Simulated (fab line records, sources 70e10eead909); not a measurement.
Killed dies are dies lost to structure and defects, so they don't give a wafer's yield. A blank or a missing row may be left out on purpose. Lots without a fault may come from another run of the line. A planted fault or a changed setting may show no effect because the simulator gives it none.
Which tool did it? | flow nand_harc | 11 lots, 33 wafers sampled, at 5 steps of a route of 1302

WHAT THE GAUGES READ, wafer by wafer
NHARC_END_SORT_01.
lot  | measured     | on        | killed_at_array
L993 | day 28 12:16 | prober-01 | 235 296 257
L994 | day 29 07:04 | prober-02 | 225 220 298
L995 | day 29 07:48 | prober-01 | 254 352 358

WHICH TOOL RAN EACH LOT (tool, then ch and the chambers of the sampled wafers, then the start)
lot  | NHARC_A_STAIRCASE_ETCH_188                    | NHARC_A_STAIRCASE_TRIM_191                    | NHARC_A_STAIRCASE_ETCH_201                    | NHARC_A_STAIRCASE_TRIM_202
L984 | rie_diel-08 ch 0,3, day 16 19:25 or earlier   | rie_diel-08 ch 0,1,2, day 16 19:25 or earlier | rie_diel-09 ch 1,2, day 16 19:25 or earlier   | rie_diel-09 ch 0,1,3, day 16 19:25
L986 | rie_diel-09 ch 0,1,3, day 17 08:50 or earlier | rie_diel-09 ch 1,2,3, day 17 08:50 or earlier | rie_diel-08 ch 2,3, day 17 08:50 or earlier   | rie_diel-08 ch 2,3, day 17 08:50
L993 | rie_diel-08 ch 0,1,2, day 20 08:59 or earlier | rie_diel-08 ch 0,1, day 20 08:59 or earlier   | rie_diel-09 ch 1,2, day 20 08:59 or earlier   | rie_diel-09 ch 2,3, day 20 08:59
L994 | rie_diel-09 ch 0,2,3, day 20 22:33 or earlier | rie_diel-09 ch 0,1, day 20 22:33 or earlier   | rie_diel-09 ch 1,2, day 20 22:33 or earlier   | rie_diel-09 ch 0,1,3, day 20 22:33
L995 | rie_diel-08 ch 0,1,3, day 21 03:29 or earlier | rie_diel-08 ch 0,1,2, day 21 03:29 or earlier | rie_diel-09 ch 0,1,3, day 21 03:29 or earlier | rie_diel-09 ch 0,3, day 21 03:29
L997 | rie_diel-03 ch 0,1,2, day 21 23:24 or earlier | rie_diel-03 ch 1,2,3, day 21 23:24 or earlier | rie_diel-03 ch 0,1, day 21 23:24 or earlier   | rie_diel-03 ch 0,2, day 21 23:24
L996 | rie_diel-03 ch 2,3, day 21 23:15 or earlier   | rie_diel-03 ch 2,3, day 21 23:15 or earlier   | rie_diel-08 ch 0,2, day 21 23:15 or earlier   | rie_diel-08 ch 0,1,2, day 21 23:15
L101 | rie_diel-03 ch 0,1,3, day 23 17:11 or earlier | rie_diel-03 ch 0,1,2, day 23 17:11 or earlier | rie_diel-03 ch 1,2,3, day 23 17:11 or earlier | rie_diel-03 ch 0,1,3, day 23 17:11
L102 | rie_diel-08 ch 1,2,3, day 24 04:41 or earlier | rie_diel-08 ch 0,2,3, day 24 04:41 or earlier | rie_diel-09 ch 0,1,3, day 24 04:41 or earlier | rie_diel-09 ch 0,1, day 24 04:41
L104 | rie_diel-08 ch 0,2,3, day 25 02:23 or earlier | rie_diel-08 ch 1,2, day 25 02:23 or earlier   | rie_diel-03 ch 0,1, day 25 02:23 or earlier   | rie_diel-03 ch 2,3, day 25 02:23
L105 | rie_diel-08 ch 0,1,2, day 25 08:02 or earlier | rie_diel-08 ch 0,2,3, day 25 08:02 or earlier | rie_diel-03 ch 1,2,3, day 25 08:02 or earlier | rie_diel-03 ch 0,1, day 25 08:02
- NHARC_A_STAIRCASE_ETCH_188: etches the open film in C4F8/O2, target depth 100 nm, time 40.5 s.
- NHARC_A_STAIRCASE_TRIM_191: chemistry O2, time 211.2 s.
- NHARC_A_STAIRCASE_ETCH_201: etches the open film in C4F8/O2, target depth 100 nm, time 40.5 s.
- NHARC_A_STAIRCASE_TRIM_202: chemistry O2, time 211.2 s.

THE ANSWER, worked out from the rows above alone
Rule: what is usual is taken from the lots themselves. Put in order of their means at a reading, lots are off if they are a third of the lots or fewer, leave a main group of 4 or more, and stand apart from it by a gap of 3 or more times the standard deviation of the main group's means; of several such gaps the widest counts. A main group whose means are all the same, to the digits that the tables above print for the reading, isn't used. A lot without any number at a reading at which 4 lots or more have one is off too. The other lots that the step has rows for count as sound.
No lot is off at any reading shown: from this, nothing can be told.

WHAT THE SIMULATOR HAD PUT IN
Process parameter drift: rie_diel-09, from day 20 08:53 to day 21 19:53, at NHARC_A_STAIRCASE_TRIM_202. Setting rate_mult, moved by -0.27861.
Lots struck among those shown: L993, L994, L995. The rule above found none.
